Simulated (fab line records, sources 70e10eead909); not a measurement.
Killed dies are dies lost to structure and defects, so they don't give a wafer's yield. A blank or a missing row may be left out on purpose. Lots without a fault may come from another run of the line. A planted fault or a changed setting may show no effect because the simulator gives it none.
A struck lot beside a sound one | flow nand_harc | 21 steps out of a route of 1302
Sound: wafers L310.2, L310.3, L310.6. Struck: wafer L321.5. (L321.1, L321.3 of the same lot were not struck and are left out.) The cause comes at the end.
At each step with rows: each side's tool, then ch and its chambers, then its first start. Under that, the readings that differ: sound wafers | struck wafers | difference of the means | sigmas: that difference in standard deviations of wafers without a fault.
alike: readings whose means differ by less than 2 such deviations, and words and numbers that are the same on both sides. not compared: withheld readings, readings that some wafer has no value for, bounds like >300 that may hide the same value, and numbers for which the record gives no deviation and whose values overlap.
The two part at a step that has a row with sigmas, a row that says differs or no value, or rows on one side only. Numbers that don't overlap but have no deviation are shown without sigmas and don't part them. A reading that every wafer of one side lacks parts them only if that side has two wafers or more.

NHARC_A_BLC_CMP_25: polishes, t overpolish 30 s, target thk 150 nm.
  sound on cmp-04 ch 1,2,3, day 22 23:40; struck on cmp-04 ch 0, day 28 23:20
  reading             | sound          | struck | difference | sigmas
  motor_current_A (A) | 13.8 12.7 13.9 | 11.5   | -2.0       | -2
  alike: overpolish_run_s, time_to_endpoint_s
then, 1 step without rows for these wafers: NHARC_A_BLC_SRD_27.
NHARC_A_BLC_INSPECT_28:
  sound on defect_inspect-01, day 23 00:04; struck on defect_inspect-02, day 28 23:45
  alike: raw_defect_count
then, 8 steps without rows for these wafers: NHARC_A_M0_DEP_00 (deposits SiOC, target thk 150 nm); NHARC_A_M0_DEHYDRATE_01 (time 120 s); NHARC_A_M0_HMDS_02 (time 30 s); NHARC_A_M0_COAT_33 (time 65 s); NHARC_A_M0_COAT_03 (resist thk 90 nm); NHARC_A_M0_SOFTBAKE_04 (time 55 s); NHARC_A_M0_EBR_05; NHARC_A_M0_EXPOSE_06 (exposes mask A M0, target cd 80 nm).
NHARC_A_M0_PEB_07: peb time 65 s.
  sound on litho_track-04 ch 0, day 23 00:46; struck on litho_track-01 ch 0, day 29 00:34
  reading                  | sound             | struck | difference | sigmas
  heater_power_total_W (W) | 157.0 157.1 156.7 | 156.0  | -0.9       | -2
  alike: resist_line_temp_C
then, 1 step without rows for these wafers: NHARC_A_M0_DEVELOP_08 (develop time 35 s).
NHARC_A_M0_CD_MEAS_09: target cd 80 nm.
  sound on cd_sem-01 ch 0, day 23 00:51; struck on cd_sem-02 ch 0, day 29 00:39
  reading    | sound          | struck | difference | sigmas
  cd_nm (nm) | 79.5 77.4 79.6 | 81.1   | +2.3       | +2
NHARC_A_M0_OVL_MEAS_10: pitch 160 nm.
  sound on overlay-01, day 23 00:56; struck on overlay-01, day 29 00:44
  alike: overlay_x_nm, overlay_y_nm
NHARC_A_M0_INSPECT_11:
  sound on defect_inspect-01, day 23 00:58; struck on defect_inspect-01, day 29 00:46
  alike: raw_defect_count
NHARC_A_M0_DESCUM_14: chemistry O2, time 3 s.
  sound on rie_diel-02 ch 0,2,3, day 23 01:02; struck on rie_diel-09 ch 2, day 29 00:50
  reading                         | sound             | struck | difference | sigmas
  drypump_motor_current_A (A)     | 5.3 5.3 4.8       | 6.3    | +1.2       | +3
  showerhead_plenum_p_Torr (Torr) | 2.00 1.99 1.99    | 1.78   | -0.21      | -2
  model.A_M0.cd_nm (nm)           | 79.09 76.93 79.68 | 81.98  | +3.41      |
  alike: oes_product_au, rf_vpp_V, throttle_valve_pct
  not compared: rf_hours_counter_h
NHARC_A_M0_ETCH_34: etches the open film in N2/H2, target depth 40 nm, overetch 12 nm, time 43.94 s.
  sound on rie_diel-02 ch 0,2,3, day 23 01:08; struck on rie_diel-09 ch 1, day 29 00:56
  reading                | sound                | struck | difference | sigmas
  throttle_valve_pct (%) | 14.184 14.183 14.181 | 14.157 | -0.026     | -3
  alike: drypump_motor_current_A, h2_flow_sccm, n2_flow_sccm, oes_product_au, rf_vpp_V, showerhead_plenum_p_Torr
  not compared: rf_hours_counter_h
NHARC_A_M0_ETCH_15: etches the open film in C4F8/Ar, target depth 150 nm, overetch 15 nm, time 82.5 s.
  sound on rie_diel-02 ch 0,3; struck on rie_diel-09 ch 1
  reading               | sound            | struck | difference | sigmas
  model.A_M0.cd_nm (nm) | 78.84 76.63 79.1 | 81.79  | +3.60      |
  alike: oes_product_au, rf_vpp_V
  not compared: rf_hours_counter_h
NHARC_A_M0_CD_MEAS_16:
  sound on cd_sem-02, day 23 01:23; struck on cd_sem-03, day 29 01:11
  reading    | sound          | struck | difference | sigmas
  cd_nm (nm) | 78.6 76.5 79.3 | 81.9   | +3.8       | +3
then, 1 step without rows for these wafers: NHARC_END_SORT_01.

WHERE THEY PART
First at NHARC_A_BLC_CMP_25; last, within this record, at NHARC_A_M0_CD_MEAS_16.

WHY: what the simulator had put in
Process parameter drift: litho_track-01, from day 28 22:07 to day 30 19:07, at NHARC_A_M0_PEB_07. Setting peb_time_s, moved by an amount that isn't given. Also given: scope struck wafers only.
